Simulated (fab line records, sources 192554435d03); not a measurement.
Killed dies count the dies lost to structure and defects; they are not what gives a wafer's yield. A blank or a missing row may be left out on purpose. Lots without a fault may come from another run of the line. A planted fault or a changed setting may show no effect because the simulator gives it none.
fab line records -- flow n5_finfet
record: lots: 7, wafers: 21
route steps=1938 shown SD_EPI_P@321 SD_ACTIVATION@330 SDB@350 HKMG_FIN@395 GATE_CUT@484 MOL_CONTACT_COAG@519
start_h: start of the lot's first displayed wafer, in hours after the record's first day -- wait_h: how many hours have passed since the lot's step before this one -- " as in the row above -- L1.1+2: several wafers, shown together as one row -- - no value, or no start was given -- * or withheld: withheld -- < > ~ a bound
route shown NAME@n: names a module that has steps shown in the file, with the first one's number in the route -- usual: mean/standard deviation of fault-free wafers -- same: alike in all rows -- chamber/n: place in a boat -- sites: the reading at each site -- _std_site: the standard deviation of these -- _edge_site: mean of outer sites minus mean of inner sites -- radius_mm: how far each site lies from the wafer's centre -- mask NAME#n: copy n -- behind: the last tool/chamber to shape the wafer -- hold: what put the lot on hold/how long, in hours/how the hold closed -- device: the transistor (n, p or np) that didn't switch -- end of line: the route-end tests of the same wafers -- a step given without rows: its recipe and nothing more -- killed: not the wafer's yield, but the dies lost to structure and defects at the first sort -- map: dies across one wafer; x = killed, . = not, _ = none there
set.NAME: the setting as run; set.NAME@STEP: as run at that earlier step -- model.NAME: the simulator's own value behind a step, which no gauge read
lots whose settings were changed on purpose; a table a step, a row a wafer
== steps ==
step: N5_SD_EPI_P_EPI_21
recipe: material: SiGe:B, dopant: B, temp_c: 550, pressure_torr: 20, ambient: H2, time_s: 355
lot.wafer,tool,chamber,start_h,wait_h,set.temp_c,model.SiGe-B_of_SD_EPI_P_EPI_21.thk_nm
L076.1,epi_rpcvd-03,0,68.04,0.1,550,60.4
L076.3,epi_rpcvd-03,0,68.04,0.1,550,59
L076.5,epi_rpcvd-03,0,68.04,0.1,550,60.8
L078.4,epi_rpcvd-03,0,80.08,1.5,550,59.8
L078.5+6,epi_rpcvd-03,0,80.08,1.5,550,60
L080.2,epi_rpcvd-03,0,93.21,0.5,550,60.6
L080.4,epi_rpcvd-03,0,93.21,0.5,553.8,67
L080.6,epi_rpcvd-03,0,93.21,0.5,553.8,67.6
L081.4,epi_rpcvd-01,0,98.08,1.5,553.6,67
L081.5,epi_rpcvd-01,0,98.08,1.5,553.6,66.2
L081.6,epi_rpcvd-01,0,98.08,1.5,553.6,66
L084.1,epi_rpcvd-02,0,117.42,0.1,552.3,64.6
L084.4,epi_rpcvd-02,0,118.50,1.1,550,61.4
L084.6,epi_rpcvd-02,0,118.50,1.1,552.3,65
L086.2,epi_rpcvd-03,0,128.42,0.6,550,60.4
L086.5,epi_rpcvd-03,0,129.86,2.0,547.2,56.4
L086.6,epi_rpcvd-03,0,129.86,2.0,550,61.2
L092.2,epi_rpcvd-02,0,163.46,0.5,548,58.4
L092.3,epi_rpcvd-02,0,163.46,0.5,550,61
L092.4,epi_rpcvd-02,0,163.46,0.5,550,59.6
step: N5_SD_EPI_P_EPI_MEAS_23
recipe: mode: xrd
usual: thk_nm: 61.1/1.2
lot.wafer,tool,chamber,start_h,wait_h,set.temp_c@SD_EPI_P_EPI_21,thk_nm
L076.1,film_metro-01,-,70.25,1.9,550,61.2
L076.3,film_metro-01,-,70.25,1.9,550,59.7
L076.5,film_metro-01,-,70.25,1.9,550,61.1
L078.4,film_metro-01,-,81.57,1.0,550,58.8
L078.5,film_metro-01,-,81.57,1.0,550,62.1
L078.6,film_metro-01,-,81.57,1.0,550,60.0
L080.2,film_metro-01,-,95.05,1.5,550,60.0
L080.4,film_metro-01,-,95.05,1.5,553.8,66.7
L080.6,film_metro-01,-,95.05,1.5,553.8,68.2
L081.4,film_metro-02,-,99.56,1.0,553.6,65.3
L081.5,film_metro-02,-,99.56,1.0,553.6,66.3
L081.6,film_metro-02,-,99.56,1.0,553.6,65.1
L084.1,film_metro-01,-,119.62,1.8,552.3,65.8
L084.4,film_metro-01,-,119.62,1.8,550,60.9
L084.6,film_metro-01,-,119.62,1.8,552.3,63.3
L086.2,film_metro-01,-,130.86,2.0,550,62.2
L086.5,film_metro-01,-,130.86,2.0,547.2,57.1
L086.6,film_metro-01,-,130.86,2.0,550,61.8
L092.2,film_metro-02,-,165.30,1.5,548,56.4
L092.3,film_metro-02,-,165.30,1.5,550,60.0
L092.4,film_metro-02,-,165.30,1.5,550,60.2
step: N5_SD_EPI_P_HM_STRIP_48
recipe: chemistry: H3PO4, temp_c: 160, material: SiNx, target: SiNx, target_depth_a: 30, overetch_fraction: 0.3
step: N5_SD_EPI_P_SRD_49
recipe: dry: ipa_marangoni, time_s: 30, temp_c: 23, rinse_liquid: diw
step: N5_SD_EPI_P_PRECLEAN_24
recipe: chemistry: O3/DIW, time_s: 45, temp_c: 22, o3_ppm: 10
lot.wafer,tool,chamber,start_h,wait_h,set.temp_c@SD_EPI_P_EPI_21,model.SiGe-B_of_SD_EPI_P_EPI_21.thk_nm
L076.1,wet_bench-06,2,70.36,0.0,550,59.8
L076.3,wet_bench-06,1,70.36,0.0,550,58.6
L076.5,wet_bench-06,0,70.36,0.0,550,60.2
L078.4,wet_bench-03,1,81.67,0.0,550,59.2
L078.5+6,wet_bench-03,"5,2",81.67,0.0,550,59.6
L080.2,wet_bench-05,4,95.15,0.0,550,60
L080.4,wet_bench-05,2,95.15,0.0,553.8,66.6
L080.6,wet_bench-05,5,95.15,0.0,553.8,67.2
L081.4,wet_bench-05,0,99.66,0.0,553.6,66.6
L081.5,wet_bench-05,3,99.66,0.0,553.6,65.8
L081.6,wet_bench-05,1,99.66,0.0,553.6,65.6
L084.1,wet_bench-05,7,119.73,0.0,552.3,64
L084.4,wet_bench-05,4,119.73,0.0,550,61
L084.6,wet_bench-05,6,119.73,0.0,552.3,64.4
L086.2,wet_bench-03,6,130.97,0.0,550,59.8
L086.5,wet_bench-03,7,130.97,0.0,547.2,55.8
L086.6,wet_bench-03,5,130.97,0.0,550,60.6
L092.2,wet_bench-06,7,165.40,0.0,548,58
L092.3,wet_bench-06,6,165.40,0.0,550,60.6
L092.4,wet_bench-06,2,165.40,0.0,550,59.2
step: N5_SD_EPI_P_PRECLEAN_32
recipe: chemistry: dHF, time_s: 10, dilution: 500:1, temp_c: 25
step: N5_SD_EPI_P_PRECLEAN_33
recipe: chemistry: SC2, time_s: 45, temp_c: 35, mix: 1:1:50
step: N5_SD_ACTIVATION_RTA_00
recipe: temp_c: 975, time_s: 0, ambient: N2, idle_temp_c: 600, ramp_up_c_per_s: 150, ramp_down_c_per_s: 60, cool_to_c: 600
step: N5_SD_ACTIVATION_LSA_01
recipe: temp_c: 1080, time_s: 0.0008, ambient: N2
step: N5_SD_ACTIVATION_RS_MEAS_03
recipe: thk_meas_gauge: four-point-probe
usual: RS_SD_N: 21.9/0.3, RS_SD_P: 55.8/0.77
lot.wafer,tool,chamber,start_h,wait_h,set.temp_c@SD_EPI_P_EPI_21,RS_SD_N[ohm/sq],RS_SD_P[ohm/sq]
L076.1,film_metro-01,-,70.87,0.2,550,21.7,55.9
L076.3,film_metro-01,-,70.87,0.2,550,21.8,57.0
L076.5,film_metro-01,-,70.87,0.2,550,22.0,56.0
L078.4,film_metro-01,-,82.49,0.2,550,21.6,57.3
L078.5,film_metro-01,-,82.49,0.2,550,21.9,57.3
L078.6,film_metro-01,-,82.49,0.2,550,22.0,56.9
L080.2,film_metro-02,-,95.68,0.2,550,22.0,55.7
L080.4,film_metro-02,-,95.68,0.2,553.8,22.2,50.4
L080.6,film_metro-02,-,95.68,0.2,553.8,22.3,50.0
L081.4,film_metro-02,-,100.41,0.1,553.6,21.6,51.2
L081.5,film_metro-02,-,100.41,0.1,553.6,21.6,51.1
L081.6,film_metro-02,-,100.41,0.1,553.6,21.8,51.4
L084.1,film_metro-02,-,120.25,0.2,552.3,22.2,53.2
L084.4,film_metro-02,-,120.25,0.2,550,22.1,55.5
L084.6,film_metro-02,-,120.25,0.2,552.3,22.2,53.0
L086.2,film_metro-01,-,131.68,0.2,550,22.1,56.8
L086.5,film_metro-01,-,131.68,0.2,547.2,22.1,61.2
L086.6,film_metro-01,-,131.68,0.2,550,22.0,56.2
L092.2,film_metro-01,-,165.92,0.2,548,21.9,59.3
L092.3,film_metro-01,-,165.92,0.2,550,21.9,55.8
L092.4,film_metro-01,-,165.92,0.2,550,21.9,57.5
step: N5_SDB_COAT_05
recipe: resist: CAR-ArF, spin_rpm: 1500, resist_thk_nm: 90
lot.wafer,tool,chamber,start_h,wait_h,set.spin_rpm,model.CAR-ArF_of_SDB_COAT_05.thk_nm
L076.1,litho_track-01,0,-,-,1500,90
L076.3,litho_track-01,0,-,-,1555,88.6
L076.5,litho_track-01,0,-,-,1555,88.4
L078.4,litho_track-02,0,-,-,1500,89.8
L078.5,litho_track-02,0,-,-,1500,90.2
L078.6,litho_track-02,0,-,-,1500,90
L080.2,litho_track-01,0,-,-,1500,90
L080.4,litho_track-01,0,-,-,1441,91.6
L080.6,litho_track-01,0,-,-,1441,91.8
L081.4,litho_track-01,0,-,-,1456,91
L081.5+6,litho_track-01,0,-,-,1500,90
L084.1,litho_track-02,0,-,-,1500,90.6
L084.4,litho_track-02,0,-,-,1500,90.4
L084.6,litho_track-02,0,-,-,1500,90.8
L086.2+5+6,litho_track-01,0,-,-,1500,90.2
L092.2,litho_track-05,0,-,-,1364,94.2
L092.3,litho_track-05,0,-,-,1500,90
L092.4,litho_track-05,0,-,-,1500,90.2
step: N5_SDB_EBR_07
recipe: solvent: PGMEA, ebr_width_mm: 1.5
step: N5_SDB_SOFTBAKE_06
recipe: temp_c: 110, time_s: 60, resist: CAR-ArF
step: N5_SDB_EXPOSE_08
recipe: mask_id: SDB, na: 1.35, source_shape: conventional, sigma_outer: 0.5, polarization: unpolarized, dose_mj: 49.6
step: N5_SDB_PEB_09
recipe: peb_temp_c: withheld, peb_time_s: 60, resist: CAR-ArF
step: N5_SDB_DEVELOP_10
recipe: develop_time_s: 30, developer: TMAH, resist: CAR-ArF, rinse_liquid: diw, dry: air_spin, dev_temp_c: 23
lot.wafer,tool,chamber,start_h,wait_h,set.spin_rpm@SDB_COAT_05,model.CAR-ArF_of_SDB_COAT_05.thk_nm
L076.1,litho_track-02,0,-,-,1500,88.4
L076.3+5,litho_track-02,0,-,-,1555,86.8
L078.4+6,litho_track-01,0,-,-,1500,88.2
L078.5,litho_track-01,0,-,-,1500,88.4
L080.2,litho_track-02,0,-,-,1500,88.4
L080.4,litho_track-02,0,-,-,1441,89.8
L080.6,litho_track-02,0,-,-,1441,90.2
L081.4,litho_track-01,0,-,-,1456,89.4
L081.5+6,litho_track-01,0,-,-,1500,88.2
L084.1+6,litho_track-01,0,-,-,1500,89
L084.4,litho_track-01,0,-,-,1500,88.8
L086.2+6,litho_track-01,0,-,-,1500,88.6
L086.5,litho_track-01,0,-,-,1500,88.4
L092.2,litho_track-05,0,-,-,1364,92.6
L092.3,litho_track-05,0,-,-,1500,88.2
L092.4,litho_track-05,0,-,-,1500,88.4
step: N5_SDB_DESCUM_16
recipe: chemistry: O2, time_s: 7.9, source_power_w: 50, bias_power_w: 20, pressure_mtorr: 20, rf_frequency_hz: 2.712e+07, temp_c: 40, resist: CAR-ArF, o2_flow_sccm: 225
lot.wafer,tool,chamber,start_h,wait_h,set.spin_rpm@SDB_COAT_05,model.CAR-ArF_of_SDB_COAT_05.thk_nm
L076.1,rie_diel-01,1,78.16,0.0,1500,83.4
L076.3,rie_diel-01,2,78.16,0.0,1555,82
L076.5,rie_diel-01,1,78.16,0.0,1555,81.8
L078.4+6,rie_diel-01,"2,3",89.58,0.0,1500,83.4
L078.5,rie_diel-01,2,89.58,0.0,1500,83.6
L080.2,rie_diel-05,1,103.01,0.0,1500,83.4
L080.4,rie_diel-05,3,103.01,0.0,1441,85
L080.6,rie_diel-05,2,103.01,0.0,1441,85.4
L081.4,rie_diel-06,2,108.86,0.0,1456,84.6
L081.5+6,rie_diel-06,"3,2",108.86,0.0,1500,83.4
L084.1+4,rie_diel-05,"3,0",127.32,0.0,1500,84
L084.6,rie_diel-05,1,127.32,0.0,1500,84.2
L086.2,rie_diel-06,1,139.06,0.1,1500,83.8
L086.5+6,rie_diel-06,"2,3",139.06,0.1,1500,83.6
L092.2,rie_diel-01,1,173.15,0.0,1364,87.6
L092.3,rie_diel-01,3,173.15,0.0,1500,83.4
L092.4,rie_diel-01,2,173.15,0.0,1500,83.6
step: N5_HKMG_FIN_EXPOSE_46
recipe: mask_id: NDIPOLE, na: 1.35, source_shape: conventional, sigma_outer: 0.8, polarization: unpolarized, dose_mj: 40
lot.wafer,tool,chamber,start_h,wait_h,mask,set.dose_mj
L076.1+5,arfi_scanner-02,0,83.53,-,NDIPOLE#0,40
L076.3,arfi_scanner-02,0,83.53,-,NDIPOLE#0,37.69
L078.4+5+6,arfi_scanner-01,0,94.99,-,NDIPOLE#0,40
L080.2+4+6,arfi_scanner-02,0,108.83,-,NDIPOLE#0,38.61
L081.4+5+6,arfi_scanner-03,0,114.85,-,NDIPOLE#0,40
L084.1+4,arfi_scanner-01,0,133.89,-,NDIPOLE#0,40
L084.6,arfi_scanner-01,0,133.89,-,NDIPOLE#0,41.42
L086.2,arfi_scanner-02,0,144.54,-,NDIPOLE#0,40
L086.5+6,arfi_scanner-02,0,144.54,-,NDIPOLE#0,38.99
L092.2+4,arfi_scanner-02,0,178.59,-,NDIPOLE#0,38.43
L092.3,arfi_scanner-02,0,178.59,-,NDIPOLE#0,40
step: N5_HKMG_FIN_PEB_47
recipe: peb_temp_c: withheld, peb_time_s: 60, resist: CAR-ArF
step: N5_HKMG_FIN_DEVELOP_48
recipe: develop_time_s: 30, developer: TMAH, resist: CAR-ArF, rinse_liquid: diw, dry: air_spin, dev_temp_c: 23
step: N5_HKMG_FIN_CD_MEAS_49
recipe: target_cd_nm: 202, landing_energy_ev: 500, detector: se_inlens, polarity: opening
usual: cd_nm: 202.3/0.79
lot.wafer,tool,chamber,start_h,wait_h,set.dose_mj@HKMG_FIN_EXPOSE_46,cd_nm
L076.1,cd_sem-02,0,83.65,-,40,203.3
L076.3,cd_sem-02,0,83.65,-,37.69,199.6
L076.5,cd_sem-02,0,83.65,-,40,202.2
L078.4,cd_sem-03,0,95.10,-,40,202.5
L078.5,cd_sem-03,0,95.10,-,40,203.1
L078.6,cd_sem-03,0,95.10,-,40,203.4
L080.2,cd_sem-01,0,108.95,-,38.61,200.2
L080.4,cd_sem-01,0,108.95,-,38.61,200.9
L080.6,cd_sem-01,0,108.95,-,38.61,200.5
L081.4,cd_sem-02,0,114.96,-,40,202.6
L081.5,cd_sem-02,0,114.96,-,40,201.9
L081.6,cd_sem-02,0,114.96,-,40,203.0
L084.1,cd_sem-02,0,134.02,-,40,202.1
L084.4,cd_sem-02,0,134.02,-,40,202.8
L084.6,cd_sem-02,0,134.02,-,41.42,204.3
L086.2,cd_sem-03,0,144.66,-,40,202.0
L086.5,cd_sem-03,0,144.66,-,38.99,201.9
L086.6,cd_sem-03,0,144.66,-,38.99,201.4
L092.2,cd_sem-02,0,178.71,-,38.43,199.8
L092.3,cd_sem-02,0,178.71,-,40,202.9
L092.4,cd_sem-02,0,178.71,-,38.43,199.9
step: N5_GATE_CUT_EXPOSE_10
recipe: mask_id: GATE_CUT, na: 0.33, source_shape: annular, sigma_inner: 0.35, sigma_outer: 0.8, polarization: unpolarized, target_cd_nm: 20, dose_mj: 43.25
lot.wafer,tool,chamber,start_h,wait_h,mask,set.dose_mj
L076.1+3,euv_scanner-02,0,95.41,-,GATE_CUT#0,41.74
L076.5,euv_scanner-02,0,95.41,-,GATE_CUT#0,43.25
L078.4+5+6,euv_scanner-02,0,106.56,-,GATE_CUT#0,43.25
L080.2+4,euv_scanner-02,0,121.36,-,GATE_CUT#0,40.39
L080.6,euv_scanner-02,0,121.36,-,GATE_CUT#0,43.25
L081.4+6,euv_scanner-01,0,126.78,-,GATE_CUT#0,43.25
L081.5,euv_scanner-01,0,126.78,-,GATE_CUT#0,44.88
L084.1,euv_scanner-01,0,145.54,-,GATE_CUT#0,44.5
L084.4+6,euv_scanner-01,0,145.54,-,GATE_CUT#0,43.25
L086.2+5,euv_scanner-02,0,156.58,-,GATE_CUT#0,43.25
L086.6,euv_scanner-02,0,156.58,-,GATE_CUT#0,44.34
L092.2+3,euv_scanner-01,0,190.83,-,GATE_CUT#0,41.57
L092.4,euv_scanner-01,0,190.83,-,GATE_CUT#0,43.25
step: N5_GATE_CUT_PEB_11
recipe: peb_temp_c: 100, peb_time_s: 60, resist: CAR-EUV
step: N5_GATE_CUT_DEVELOP_12
recipe: develop_time_s: 30, developer: TMAH, resist: CAR-EUV, rinse_liquid: surfactant_rinse, dry: air_spin, dev_temp_c: 23
step: N5_GATE_CUT_CD_MEAS_13
recipe: target_cd_nm: 20, landing_energy_ev: 500, detector: se_inlens
usual: cd_nm: 20.02/0.28
lot.wafer,tool,chamber,start_h,wait_h,set.dose_mj@GATE_CUT_EXPOSE_10,cd_nm
L076.1,cd_sem-02,0,95.55,-,41.74,19.33
L076.3,cd_sem-02,0,95.55,-,41.74,19.52
L076.5,cd_sem-02,0,95.55,-,43.25,20.04
L078.4,cd_sem-03,0,106.68,-,43.25,19.54
L078.5,cd_sem-03,0,106.68,-,43.25,20.24
L078.6,cd_sem-03,0,106.68,-,43.25,19.69
L080.2,cd_sem-02,0,121.49,-,40.39,18.15
L080.4,cd_sem-02,0,121.49,-,40.39,18.02
L080.6,cd_sem-02,0,121.49,-,43.25,19.74
L081.4,cd_sem-02,0,126.89,-,43.25,19.52
L081.5,cd_sem-02,0,126.89,-,44.88,20.32
L081.6,cd_sem-02,0,126.89,-,43.25,19.70
L084.1,cd_sem-03,0,145.68,-,44.5,20.85
L084.4,cd_sem-03,0,145.68,-,43.25,20.13
L084.6,cd_sem-03,0,145.68,-,43.25,20.01
L086.2,cd_sem-02,0,156.71,-,43.25,19.65
L086.5,cd_sem-02,0,156.71,-,43.25,19.68
L086.6,cd_sem-02,0,156.71,-,44.34,20.70
L092.2,cd_sem-03,0,190.96,-,41.57,18.98
L092.3,cd_sem-03,0,190.96,-,41.57,18.98
L092.4,cd_sem-03,0,190.96,-,43.25,20.19
step: N5_GATE_CUT_DESCUM_18
recipe: chemistry: O2, time_s: 7, source_power_w: 50, bias_power_w: 20, pressure_mtorr: 20, rf_frequency_hz: 2.712e+07, temp_c: 40, resist: CAR-EUV, o2_flow_sccm: 225
lot.wafer,tool,chamber,start_h,wait_h,set.dose_mj@GATE_CUT_EXPOSE_10,model.GATE_CUT.cd_nm
L076.1,rie_diel-02,0,96.24,0.6,41.74,19.2
L076.3,rie_diel-02,2,96.24,0.6,41.74,19
L076.5,rie_diel-02,1,96.24,0.6,43.25,20.2
L078.4+5,rie_diel-03,"1,3",106.80,0.0,43.25,19.8
L078.6,rie_diel-03,0,106.80,0.0,43.25,20
L080.2,rie_diel-02,1,121.61,0.0,40.39,18.6
L080.4,rie_diel-02,2,121.61,0.0,40.39,18.2
L080.6,rie_diel-02,1,121.61,0.0,43.25,19.8
L081.4,rie_diel-04,2,127.01,0.0,43.25,19.6
L081.5,rie_diel-04,3,127.01,0.0,44.88,20.6
L081.6,rie_diel-04,0,127.01,0.0,43.25,19.8
L084.1,rie_diel-03,0,145.89,0.1,44.5,20.8
L084.4+6,rie_diel-03,"1,3",145.89,0.1,43.25,20.2
L086.2,rie_diel-04,3,156.84,0.0,43.25,19.8
L086.5,rie_diel-04,3,156.84,0.0,43.25,20
L086.6,rie_diel-04,2,156.84,0.0,44.34,20.4
L092.2+3,rie_diel-04,"0,2",191.08,0.0,41.57,18.8
L092.4,rie_diel-04,1,191.08,0.0,43.25,20
step: N5_GATE_CUT_ETCH_28
recipe: chemistry: N2/H2, target: underlayer, target_depth_a: 130, mask_material: CAR-EUV, time_s: 10.4, ion_energy_ev: 200, pressure_mtorr: 30, source_w: 840, bias_w: 150, n2_flow_sccm: 200, h2_flow_sccm: 200, ends: cleared
lot.wafer,tool,chamber,start_h,wait_h,set.dose_mj@GATE_CUT_EXPOSE_10,model.GATE_CUT.cd_nm
L076.1,rie_diel-02,0,96.27,0.0,41.74,19.2
L076.3,rie_diel-02,2,96.27,0.0,41.74,18.8
L076.5,rie_diel-02,1,96.27,0.0,43.25,20
L078.4,rie_diel-03,1,106.84,0.0,43.25,19.6
L078.5,rie_diel-03,3,106.84,0.0,43.25,19.8
L078.6,rie_diel-03,0,106.84,0.0,43.25,20
L080.2,rie_diel-02,1,121.65,0.0,40.39,18.4
L080.4,rie_diel-02,2,121.65,0.0,40.39,18.2
L080.6,rie_diel-02,1,121.65,0.0,43.25,19.8
L081.4,rie_diel-04,2,127.05,0.0,43.25,19.8
L081.5,rie_diel-04,3,127.05,0.0,44.88,20.8
L081.6,rie_diel-04,0,127.05,0.0,43.25,19.6
L084.1,rie_diel-03,0,145.93,0.0,44.5,20.8
L084.4,rie_diel-03,1,145.93,0.0,43.25,20
L084.6,rie_diel-03,3,145.93,0.0,43.25,20.4
L086.2,rie_diel-04,3,156.87,0.0,43.25,19.8
L086.5,rie_diel-04,3,156.87,0.0,43.25,20.2
L086.6,rie_diel-04,2,156.87,0.0,44.34,20.4
L092.2+3,rie_diel-04,"0,2",191.11,0.0,41.57,18.8
L092.4,rie_diel-04,1,191.11,0.0,43.25,20
step: N5_MOL_CONTACT_COAG_COAT_58
recipe: resist: underlayer, temp_c: 205, time_s: 60, spin_rpm: 1500, resist_thk_nm: 10
lot.wafer,tool,chamber,start_h,wait_h,set.spin_rpm,model.underlayer_of_MOL_CONTACT_COAG_COAT_58.thk_nm
L076.1+5,litho_track-04,0,-,-,1500,10
L076.3,litho_track-04,0,-,-,1374,10.4
L078.4+5+6,litho_track-04,0,-,-,1500,10
L080.2,litho_track-01,0,-,-,1500,10
L080.4+6,litho_track-01,0,-,-,1417,10.2
L081.4,litho_track-05,0,-,-,1347,10.6
L081.5+6,litho_track-05,0,-,-,1500,10
L084.1+6,litho_track-05,0,-,-,1500,10
L084.4,litho_track-05,0,-,-,1360,10.4
L086.2+6,litho_track-04,0,-,-,1500,10
L086.5,litho_track-04,0,-,-,1358,10.6
L092.2+3+4,litho_track-04,0,-,-,1500,10
== key ==
split: step: N5_SD_EPI_P_EPI_21, setting: temp_c, stated: 550, by: wafer
response: step: N5_SD_EPI_P_EPI_21, reading: model.SiGe-B_of_SD_EPI_P_EPI_21.thk_nm, change: +8.61, per: 1%, r: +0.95
response: step: N5_SD_EPI_P_EPI_MEAS_23, reading: thk_nm, change: *, per: 1%, r: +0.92
response: step: N5_SD_EPI_P_PRECLEAN_24, reading: model.SiGe-B_of_SD_EPI_P_EPI_21.thk_nm, change: +8.66, per: 1%, r: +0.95
response: step: N5_SD_ACTIVATION_RS_MEAS_03, reading: RS_SD_P, change: -7.78, per: 1%, r: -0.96
split: step: N5_SDB_COAT_05, setting: spin_rpm, stated: 1500, by: wafer
response: step: N5_SDB_COAT_05, reading: model.CAR-ArF_of_SDB_COAT_05.thk_nm, change: -0.437, per: 1%, r: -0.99
response: step: N5_SDB_DEVELOP_10, reading: model.CAR-ArF_of_SDB_COAT_05.thk_nm, change: -0.457, per: 1%, r: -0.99
response: step: N5_SDB_DESCUM_16, reading: model.CAR-ArF_of_SDB_COAT_05.thk_nm, change: -0.445, per: 1%, r: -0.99
split: step: N5_HKMG_FIN_EXPOSE_46, setting: dose_mj, stated: 40, by: wafer
response: step: N5_HKMG_FIN_CD_MEAS_49, reading: cd_nm, change: +0.554, per: 1%, r: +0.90
split: step: N5_GATE_CUT_EXPOSE_10, setting: dose_mj, stated: 43.25, by: wafer
response: step: N5_GATE_CUT_CD_MEAS_13, reading: cd_nm, change: +0.254, per: 1%, r: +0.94
response: step: N5_GATE_CUT_DESCUM_18, reading: model.GATE_CUT.cd_nm, change: +0.242, per: 1%, r: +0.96
response: step: N5_GATE_CUT_ETCH_28, reading: model.GATE_CUT.cd_nm, change: +0.25, per: 1%, r: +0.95
split: step: N5_MOL_CONTACT_COAG_COAT_58, setting: spin_rpm, stated: 1500, by: wafer
response: step: N5_MOL_CONTACT_COAG_COAT_58, reading: model.underlayer_of_MOL_CONTACT_COAG_COAT_58.thk_nm, change: -0.0524, per: 1%, r: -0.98
